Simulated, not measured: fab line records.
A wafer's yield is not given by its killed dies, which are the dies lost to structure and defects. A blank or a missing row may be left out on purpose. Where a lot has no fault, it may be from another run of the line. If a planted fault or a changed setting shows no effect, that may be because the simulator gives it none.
Which of the tools did it?    flow nand harc    72 wafers from 24 lots sampled at 6 of the route's 1302 steps

== WHAT EACH GAUGE READ, for each wafer ==
The record lacks any reading of a measuring or inspecting step that a usual standard deviation could be used to judge.

== EACH LOT AND THE TOOL THAT RAN IT (in order: tool; ch and the chambers of the sampled wafers; start) ==
lot   NHARC_P_M1_DEP_33                NHARC_P_M2_DEGAS_29           NHARC_P_M2_CMP_23              NHARC_P_BONDPAD_STRIP_15            NHARC_P_BONDPAD_ACTIVATE_29         NHARC_A_CHANNEL_FILL_D1_ETCHBACK_08
L074  pecvd-04 ch 1,2, day 6 12:44     pvd sputter-01, day 6 15:08   cmp-03 ch 0,3, day 6 16:14     rie diel-02 ch 0,1,2, day 6 19:09   rie diel-10 ch 1,2,3, day 6 21:24   rie diel-07 ch 1,2,3, no start
L076  pecvd-04 ch 0,2, day 7 05:33     pvd sputter-03, day 7 08:00   cmp-03 ch 2,3, day 7 09:05     rie diel-02 ch 0,1, day 7 11:50     rie diel-02 ch 1,3, day 7 14:02     rie diel-04 ch 0,2,3, no start
L077  pecvd-03 ch 0,1, day 7 14:47     pvd sputter-01, day 7 17:17   cmp-02 ch 0,2,3, day 7 18:43   rie diel-10 ch 1,3, day 7 21:24     rie diel-10 ch 0,1,2, day 7 23:38   rie diel-01 ch 0,1,3, no start
L078  pecvd-03 ch 0,1,2, day 7 22:09   pvd sputter-02, day 8 00:31   cmp-03 ch 0,2,3, day 8 01:37   rie diel-02 ch 0,1, day 8 04:29     rie diel-03 ch 2,3, day 8 06:43     rie diel-01 ch 0,1,2, no start
L079  pecvd-04 ch 0,1, day 8 08:48     pvd sputter-01, day 8 11:06   cmp-02 ch 1,2, day 8 12:11     rie diel-03 ch 0,3, day 8 14:55     rie diel-03 ch 0,3, day 8 17:08     rie diel-07 ch 0,1, no start
L075  pecvd-02 ch 0,1,2, day 8 19:49   pvd sputter-03, day 8 22:17   cmp-04 ch 1,2,3, day 8 23:23   rie diel-10 ch 0,1,3, day 9 02:20   rie diel-03 ch 0,1,2, day 9 04:34   rie diel-07 ch 1,2,3, no start
L080  pecvd-02 ch 0,1, day 8 23:04     pvd sputter-03, day 9 01:37   cmp-04 ch 0,3, day 9 02:49     rie diel-10 ch 0,1, day 9 05:49     rie diel-03 ch 2,3, day 9 08:03     rie diel-01 ch 0,1, no start
L081  pecvd-02 ch 0,2, day 9 06:21     pvd sputter-03, day 9 08:46   cmp-04 ch 1,2, day 9 09:50     rie diel-03 ch 0,1, day 9 12:42     rie diel-03 ch 0,2, day 9 14:56     rie diel-04 ch 0,2, no start
L082  pecvd-03 ch 0,1,2, day 9 13:37   pvd sputter-01, day 9 16:04   cmp-03 ch 0,2,3, day 9 17:10   rie diel-10 ch 0,1,3, day 9 20:00   rie diel-03 ch 0,1,3, day 9 22:14   rie diel-04 ch 0,1,2, no start
L083  pecvd-02 ch 1,2, day 10 09:51    pvd sputter-02, day 10 12:19  cmp-04 ch 0,1, day 10 15:13    rie diel-03 ch 0,1,2, day 10 17:59  rie diel-02 ch 0,3, day 10 20:11    rie diel-04 ch 0,1,2, no start
L084  pecvd-03 ch 0,2, day 10 11:55    pvd sputter-02, day 10 14:31  cmp-04 ch 1,3, day 10 15:58    rie diel-10 ch 0,3, day 10 18:49    rie diel-10 ch 1,2, day 10 21:13    rie diel-01 ch 0,1,2, no start
L085  pecvd-03 ch 0,1, day 11 07:02    pvd sputter-01, day 11 09:31  cmp-03 ch 1,2, day 11 10:38    rie diel-03 ch 1,2, day 11 13:28    rie diel-10 ch 0,2,3, day 11 15:46  rie diel-01 ch 0,1,2, no start
L086  pecvd-04 ch 1,2, day 11 11:46    pvd sputter-03, day 11 14:11  cmp-02 ch 0,2,3, day 11 15:16  rie diel-02 ch 0,3, day 11 18:02    rie diel-10 ch 1,3, day 11 20:19    rie diel-01 ch 0,1,3, no start
L087  pecvd-03 ch 0,1,2, day 12 06:37  pvd sputter-03, day 12 09:04  cmp-03 ch 0,3, day 12 10:09    rie diel-10 ch 1,2,3, day 12 13:31  rie diel-03 ch 1,2,3, day 12 15:44  rie diel-07 ch 1,2, no start
L088  pecvd-02 ch 1,2, day 12 07:23    pvd sputter-01, day 12 09:51  cmp-03 ch 1,2, day 12 10:59    rie diel-03 ch 0,2,3, day 12 13:53  rie diel-10 ch 0,1, day 12 16:05    rie diel-04 ch 0,1,2, no start
L090  pecvd-02 ch 0,1,2, day 12 20:27  pvd sputter-03, day 12 22:54  cmp-02 ch 0,1,2, day 12 23:59  rie diel-10 ch 0,1,2, day 13 02:50  rie diel-10 ch 1,2,3, day 13 05:05  rie diel-04 ch 1,2, no start
L089  pecvd-04 ch 0,1,2, day 12 21:21  pvd sputter-03, day 12 23:57  cmp-02 ch 0,2, day 13 01:03    rie diel-02 ch 0,2, day 13 03:53    rie diel-10 ch 0,2,3, day 13 06:07  rie diel-04 ch 0,1, no start
L091  pecvd-04 ch 0,1, day 13 05:50    pvd sputter-01, day 13 08:25  cmp-04 ch 1,2, day 13 09:29    rie diel-02 ch 1,2,3, day 13 12:50  rie diel-02 ch 0,1,3, day 13 15:17  rie diel-04 ch 0,1,3, no start
L092  pecvd-02 ch 0,1, day 13 15:08    pvd sputter-03, day 13 17:36  cmp-03 ch 1,2,3, day 13 18:43  rie diel-03 ch 0,1,2, day 13 21:28  rie diel-03 ch 0,1,2, day 13 23:41  rie diel-04 ch 0,1,3, no start
L093  pecvd-04 ch 0,1, day 14 03:09    pvd sputter-03, day 14 05:26  cmp-02 ch 0,2,3, day 14 06:37  rie diel-10 ch 1,2,3, day 14 09:17  rie diel-03 ch 0,1,3, day 14 11:35  rie diel-01 ch 0,1,2, no start
L094  pecvd-03 ch 0,1, day 14 17:11    pvd sputter-02, day 14 19:40  cmp-04 ch 1,2, day 14 20:46    rie diel-03 ch 0,1,2, day 14 23:45  rie diel-03 ch 0,1,2, day 15 01:57  rie diel-07 ch 0,2,3, no start
L095  pecvd-02 ch 0,2, day 15 03:39    pvd sputter-01, day 15 06:10  cmp-03 ch 0,1,3, day 15 07:29  rie diel-03 ch 1,2,3, day 15 10:19  rie diel-03 ch 2,3, day 15 12:35    rie diel-01 ch 2,3, no start
L096  pecvd-02 ch 0,1, day 15 10:28    pvd sputter-03, day 15 12:44  cmp-02 ch 0,3, day 15 13:49    rie diel-03 ch 0,1, day 15 16:40    rie diel-02 ch 1,2, day 15 18:54    rie diel-07 ch 2,3, no start
L097  pecvd-03 ch 0,1,2, day 15 19:48  pvd sputter-02, day 15 22:14  cmp-02 ch 0,2,3, day 15 23:21  rie diel-10 ch 0,2,3, day 16 02:06  rie diel-10 ch 1,2, day 16 04:18    rie diel-04 ch 1,2,3, no start
- NHARC_P_M1_DEP_33: deposits SiCN, target thk 30 nm.
- NHARC_P_M2_DEGAS_29: time 60 s.
- NHARC_P_M2_CMP_23: polishes, t overpolish 20 s, target thk 144.3 nm.
- NHARC_P_BONDPAD_STRIP_15: strips in O2.
- NHARC_P_BONDPAD_ACTIVATE_29: chemistry N2, time 60 s.
- NHARC_A_CHANNEL_FILL_D1_ETCHBACK_08: etches the open film in C4F8, target depth 220 nm, time 110 s.

== WHAT THE TOOLS THEMSELVES READ (means of the sampled wafers that have a number; where no wafer has one, the mark that the record gives instead) ==
NHARC_P_M1_DEP_33. Usual: 558 W for heater power w, sd 64.
lot   tool      heater power w (W)  flag
L074  pecvd-04  527                 
L076  pecvd-04  572                 
L077  pecvd-03  543                 
L078  pecvd-03  553                 
L079  pecvd-04  582                 
L075  pecvd-02  572                 
L080  pecvd-02  586                 
L081  pecvd-02  570                 
L082  pecvd-03  573                 
L083  pecvd-02  575                 
L084  pecvd-03  510                 
L085  pecvd-03  551                 
L086  pecvd-04  523                 
L087  pecvd-03  564                 
L088  pecvd-02  599                 
L090  pecvd-02  595                 
L089  pecvd-04  525                 
L091  pecvd-04  568                 
L092  pecvd-02  625                 
L093  pecvd-04  509                 
L094  pecvd-03  548                 
L095  pecvd-02  569                 
L096  pecvd-02  610                 
L097  pecvd-03  532                 

NHARC_P_M2_DEGAS_29. Usual: 337 W for heater power w, sd 47.
lot   tool            heater power w (W)  flag
L074  pvd sputter-01  340                 
L076  pvd sputter-03  351                 
L077  pvd sputter-01  360                 
L078  pvd sputter-02  312                 
L079  pvd sputter-01  376                 
L075  pvd sputter-03  310                 
L080  pvd sputter-03  329                 
L081  pvd sputter-03  324                 
L082  pvd sputter-01  344                 
L083  pvd sputter-02  302                 
L084  pvd sputter-02  301                 
L085  pvd sputter-01  385                 
L086  pvd sputter-03  325                 
L087  pvd sputter-03  341                 
L088  pvd sputter-01  415                 
L090  pvd sputter-03  337                 
L089  pvd sputter-03  329                 
L091  pvd sputter-01  400                 
L092  pvd sputter-03  329                 
L093  pvd sputter-03  345                 
L094  pvd sputter-02  312                 
L095  pvd sputter-01  396                 
L096  pvd sputter-03  326                 
L097  pvd sputter-02  323                 

NHARC_P_M2_CMP_23. Usual: motor current A 11.9 A, standard deviation 1.3; time to endpoint s 28.2 s, standard deviation 2.7.
lot   tool    motor current A (A)  time to endpoint s (s)  flag
L074  cmp-03  12.1                 31.6                    
L076  cmp-03  10.8                 31.7                    
L077  cmp-02  11.5                 29.3                    
L078  cmp-03  11.7                 28.1                    
L079  cmp-02  12.7                 30.1                    
L075  cmp-04  11.1                 26.4                    
L080  cmp-04  13.1                 28.3                    
L081  cmp-04  10.8                 24.2                    
L082  cmp-03  11.5                 29.4                    
L083  cmp-04  13.6                 30.4                    
L084  cmp-04  11.8                 27.3                    
L085  cmp-03  11.1                 29.5                    
L086  cmp-02  11.4                 26.8                    
L087  cmp-03  13.5                 30.1                    
L088  cmp-03  10.7                 31.7                    
L090  cmp-02  12.5                 28.2                    
L089  cmp-02  12.1                 29.7                    
L091  cmp-04  10.7                 26.5                    
L092  cmp-03  11.1                 26.5                    
L093  cmp-02  11.1                 28.2                    
L094  cmp-04  10.5                 23.5                    
L095  cmp-03  12.1                 28.0                    
L096  cmp-02  10.7                 26.4                    
L097  cmp-02  11.5                 25.0                    

NHARC_P_BONDPAD_STRIP_15. Usual: drypump motor current A 5.8 A, standard deviation 0.33; oes product au 1.000 a.u., standard deviation 0.01; rf vpp V 58.1 V, standard deviation 0.81; showerhead plenum p Torr 3.65 Torr, standard deviation 0.12; throttle valve pct 17.036 %, standard deviation 0.01.
lot   tool         drypump motor current A (A)  oes product au (a.u.)  rf vpp V (V)  showerhead plenum p Torr (Torr)  throttle valve pct (%)  flag
L074  rie diel-02  6.1                          1.001                  58.1          3.65                             17.050                  
L076  rie diel-02  6.1                          0.998                  59.1          3.66                             17.040                  
L077  rie diel-10  6.0                          0.994                  57.9          3.63                             17.033                  
L078  rie diel-02  6.1                          1.004                  58.5          3.66                             17.039                  
L079  rie diel-03  5.7                          1.001                  59.0          3.71                             17.037                  
L075  rie diel-10  6.0                          1.001                  58.3          3.64                             17.029                  
L080  rie diel-10  6.0                          1.005                  58.7          3.66                             17.036                  
L081  rie diel-03  5.3                          1.004                  58.3          3.75                             17.046                  
L082  rie diel-10  6.0                          0.998                  57.9          3.64                             17.027                  
L083  rie diel-03  5.4                          1.003                  57.7          3.61                             17.022                  
L084  rie diel-10  6.0                          0.991                  58.4          3.68                             17.043                  
L085  rie diel-03  5.6                          1.004                  57.4          3.48                             17.038                  
L086  rie diel-02  6.1                          1.010                  58.3          3.62                             17.030                  
L087  rie diel-10  5.9                          0.994                  58.0          3.67                             17.035                  
L088  rie diel-03  5.5                          0.998                  58.2          3.60                             17.038                  
L090  rie diel-10  5.9                          0.994                  58.0          3.68                             17.035                  
L089  rie diel-02  6.1                          1.001                  58.2          3.69                             17.040                  
L091  rie diel-02  6.1                          1.003                  58.1          3.60                             17.045                  
L092  rie diel-03  5.4                          1.006                  57.7          3.61                             17.039                  
L093  rie diel-10  5.9                          0.983                  58.9          3.66                             17.042                  
L094  rie diel-03  5.4                          1.002                  57.6          3.61                             17.042                  
L095  rie diel-03  5.7                          1.005                  58.1          3.58                             17.027                  
L096  rie diel-03  5.6                          0.998                  58.7          3.73                             17.040                  
L097  rie diel-10  5.9                          0.985                  57.8          3.72                             17.038                  

NHARC_P_BONDPAD_ACTIVATE_29. Usual: drypump motor current A 5.8 A, standard deviation 0.34; oes product au 0.999 a.u., standard deviation 0.011; rf vpp V 64.5 V, standard deviation 0.9; showerhead plenum p Torr 1.83 Torr, standard deviation 0.069.
lot   tool         drypump motor current A (A)  oes product au (a.u.)  rf vpp V (V)  showerhead plenum p Torr (Torr)  flag
L074  rie diel-10  5.9                          0.991                  64.7          1.85                             
L076  rie diel-02  6.1                          1.010                  64.1          1.78                             
L077  rie diel-10  5.9                          0.995                  64.9          1.85                             
L078  rie diel-03  5.8                          1.002                  63.6          1.79                             
L079  rie diel-03  5.3                          1.002                  64.5          1.88                             
L075  rie diel-03  5.4                          1.002                  63.8          1.81                             
L080  rie diel-03  5.8                          1.003                  64.5          1.79                             
L081  rie diel-03  5.2                          1.011                  64.9          1.74                             
L082  rie diel-03  5.6                          1.002                  64.8          1.87                             
L083  rie diel-02  6.1                          1.015                  64.5          1.81                             
L084  rie diel-10  5.9                          0.999                  64.3          1.82                             
L085  rie diel-10  5.9                          0.993                  64.1          1.87                             
L086  rie diel-10  6.0                          0.995                  65.0          1.82                             
L087  rie diel-03  5.8                          1.007                  63.5          1.80                             
L088  rie diel-10  5.9                          0.981                  64.5          1.81                             
L090  rie diel-10  5.9                          0.981                  64.1          1.84                             
L089  rie diel-10  5.9                          0.988                  64.0          1.87                             
L091  rie diel-02  6.1                          1.007                  64.8          1.81                             
L092  rie diel-03  5.4                          1.003                  63.9          1.81                             
L093  rie diel-03  5.6                          1.004                  64.6          1.87                             
L094  rie diel-03  5.4                          1.005                  64.0          1.81                             
L095  rie diel-03  5.8                          1.003                  63.6          1.79                             
L096  rie diel-02  6.1                          1.008                  63.9          1.80                             
L097  rie diel-10  5.8                          0.982                  65.2          1.86                             

NHARC_A_CHANNEL_FILL_D1_ETCHBACK_08. Usual: oes product au 0.96 a.u., standard deviation 0.036; rf vpp V 441.6 V, standard deviation 2.7.
lot   tool         oes product au (a.u.)  rf vpp V (V)  flag
L074  rie diel-07  1.00                   439.6         
L076  rie diel-04  0.99                   443.8         
L077  rie diel-01  0.93                   442.1         
L078  rie diel-01  1.00                   443.6         
L079  rie diel-07  1.00                   439.3         
L075  rie diel-07  0.92                   438.7         
L080  rie diel-01  0.93                   443.5         
L081  rie diel-04  0.92                   442.2         
L082  rie diel-04  0.92                   442.0         
L083  rie diel-04  0.92                   441.3         
L084  rie diel-01  0.93                   443.5         
L085  rie diel-01  0.94                   443.3         
L086  rie diel-01  0.94                   442.2         
L087  rie diel-07  1.00                   439.3         
L088  rie diel-04  1.00                   441.9         
L090  rie diel-04  1.00                   440.8         
L089  rie diel-04  1.00                   440.6         
L091  rie diel-04  0.93                   444.0         
L092  rie diel-04  0.99                   442.8         
L093  rie diel-01  0.99                   442.7         
L094  rie diel-07  0.92                   439.1         
L095  rie diel-01  0.99                   443.1         
L096  rie diel-07  0.92                   440.1         
L097  rie diel-04  0.99                   442.0         

== THE ANSWER, worked out from the rows above alone ==
Rule: take the mean of a lot's wafers that have a number; if it is more than 3 standard deviations from the usual mean, the lot is off. Also off: a lot with no number at a reading for which 4 or more lots have one. The other lots that the step has rows for count as sound. The gauges are gone through in route order, then the tools' own readings, and for those a lot's mean is taken as printed above. At the first step where some lot is off, the reading lying furthest off is the one used; lots without a number count as furthest.
Across all readings shown, no lot is off: no conclusion can be drawn from this.

== WHAT THE SIMULATOR PUT IN ==
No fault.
